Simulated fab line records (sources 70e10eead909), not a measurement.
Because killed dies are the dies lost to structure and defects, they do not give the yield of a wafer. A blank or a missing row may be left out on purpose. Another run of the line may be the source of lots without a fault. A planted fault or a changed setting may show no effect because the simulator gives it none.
A lot that was struck, set against a sound lot + flow nand-harc + 26 out of 1302 route steps
Sound: wafers L503.4, L503.5, L503.6. The struck wafers were L516.3, L516.5, L516.6. Last of all comes the cause.
Order at every step that has rows: each side's tool, ch and its chambers, its first start. Under that, the readings that differ: sound wafers + struck wafers + difference of the means + sigmas: that difference in standard deviations of wafers without a fault.
alike: readings with means less than 2 such deviations apart, plus words and numbers identical on both sides. not compared: withheld readings, readings lacking a value on some wafer, bounds such as >300 that could conceal the same value, and numbers that have no deviation in the record and whose values overlap.
Wherever a step has rows on one side only, a row that says differs or no value, or a row with sigmas, the two part there. Non-overlapping numbers with no deviation appear without sigmas and do not part them. A reading missing from all wafers of one side parts the sides only when that side holds two or more wafers.

first, 9 steps without rows for these wafers: NHARC_A_ZERO_WELL_HARDBAKE_11 (time 65 s); NHARC_A_ZERO_WELL_DESCUM_12 (chemistry O2, time 3 s); NHARC_A_ZERO_WELL_ETCH_19 (etches the open film in N2/H2, target depth 80 nm, overetch 24 nm, time 87.88 s); NHARC_A_ZERO_WELL_ETCH_13 (etches the open film in HBr/Cl2, target depth 120 nm, time 40.1 s); NHARC_A_ZERO_WELL_STRIP_14 (strips in SPM, time 900 s); NHARC_A_ZERO_WELL_IMPLANT_15; NHARC_A_ZERO_WELL_PRECLEAN_22 (cleans in SC1, time 60 s); NHARC_A_ZERO_WELL_SRD_23; NHARC_A_ZERO_WELL_RTA_16 (time 10 s).
NHARC_A_SOURCE_PLATE_PRECLEAN_00: cleans in HF-LAST, time 60 s.
  sound on wet-bench-01 ch 3,4,6, day 7 12:15; struck on wet-bench-04 ch 3,4,5, day 12 04:34
then, 15 steps without rows for these wafers: NHARC_A_SOURCE_PLATE_SRD_01; NHARC_A_SOURCE_PLATE_OXIDE_02 (material SiO2, target thk 10 nm, ox time 1362 s); NHARC_A_SOURCE_PLATE_PVD_04 (deposits WSi2, target thk 50 nm); NHARC_A_SOURCE_PLATE_CVD_03 (deposits poly-Si, target thk 200 nm, time 4000 s); NHARC_A_SOURCE_PLATE_ANNEAL_05 (time 1800 s); NHARC_A_ONON_D1_DEP_00 (target thk 1000 nm); NHARC_A_ONON_D1_DEP_03 (target thk 1000 nm); NHARC_A_ONON_D1_DEP_06 (target thk 1000 nm); NHARC_A_ONON_D1_DEP_09 (target thk 1000 nm); NHARC_A_ONON_D1_DEP_12 (target thk 1000 nm); NHARC_A_ONON_D1_ANNEAL_15 (time 3600 s); NHARC_A_ONON_D1_DEP_16 (target thk 1000 nm); NHARC_A_ONON_D1_DEP_19 (target thk 1000 nm); NHARC_A_ONON_D1_DEP_22 (target thk 1000 nm); NHARC_A_ONON_D1_DEP_25 (target thk 1000 nm).
-- record jumps: 18 days between struck wafers' starts before vs after; left off in module A_ONON_D1, resumes in module END, first step shown is number 1301 of the route --
NHARC_END_WLT_00:
  sound on prober-01 at day 24 17:12; struck on prober-02 at day 29 20:12
| reading                           | sound             | struck            | difference | sigmas |
|-----------------------------------|-------------------|-------------------|------------|--------|
| VT_DECK1_BOTTOM                   | 0.878 0.871 0.867 | 1.008 1.000 1.014 | +0.135     | +20    |
| VT_DECK1_BOTTOM_INNER             | 0.874 0.866 0.874 | 1.007 1.000 1.013 | +0.135     | +20    |
| VT_DECK1_MEDIAN_NEAR_BOTTOM       | 0.870 0.872 0.869 | 1.010 1.009 1.011 | +0.140     | +19    |
| VT_DECK1_MEDIAN_NEAR_BOTTOM_INNER | 0.880 0.877 0.864 | 1.000 1.000 1.003 | +0.127     | +17    |
| VT_DECK1_MIDDLE                   | 0.889 0.892 0.880 | 1.014 1.021 1.020 | +0.131     | +19    |
| VT_DECK1_MIDDLE_INNER             | 0.886 0.886 0.882 | 1.025 1.020 1.015 | +0.135     | +19    |
| VT_DECK1_TOP                      | 0.887 0.887 0.899 | 1.037 1.042 1.034 | +0.147     | +19    |
| VT_DECK1_TOP_INNER                | 0.889 0.898 0.897 | 1.039 1.039 1.040 | +0.145     | +20    |
| VT_DECK2_BOTTOM                   | 0.872 0.869 0.873 | 1.017 1.005 1.005 | +0.138     | +22    |
| VT_DECK2_BOTTOM_INNER             | 0.870 0.862 0.875 | 1.018 1.001 1.017 | +0.143     | +22    |
| VT_DECK2_MEDIAN_NEAR_BOTTOM       | 0.874 0.872 0.882 | 1.016 0.996 1.011 | +0.132     | +21    |
| VT_DECK2_MEDIAN_NEAR_BOTTOM_INNER | 0.880 0.869 0.870 | 1.007 1.001 1.013 | +0.134     | +22    |
| VT_DECK2_MIDDLE                   | 0.882 0.886 0.876 | 1.023 1.034 1.022 | +0.145     | +22    |
| VT_DECK2_MIDDLE_INNER             | 0.887 0.883 0.882 | 1.018 1.033 1.022 | +0.140     | +21    |
| VT_DECK2_TOP                      | 0.895 0.902 0.896 | 1.044 1.033 1.039 | +0.141     | +19    |
| VT_DECK2_TOP_INNER                | 0.898 0.893 0.895 | 1.034 1.034 1.035 | +0.139     | +24    |

## WHERE THEY PART
NHARC_END_WLT_00 only, going by this record.

WHY: the cause the simulator had injected
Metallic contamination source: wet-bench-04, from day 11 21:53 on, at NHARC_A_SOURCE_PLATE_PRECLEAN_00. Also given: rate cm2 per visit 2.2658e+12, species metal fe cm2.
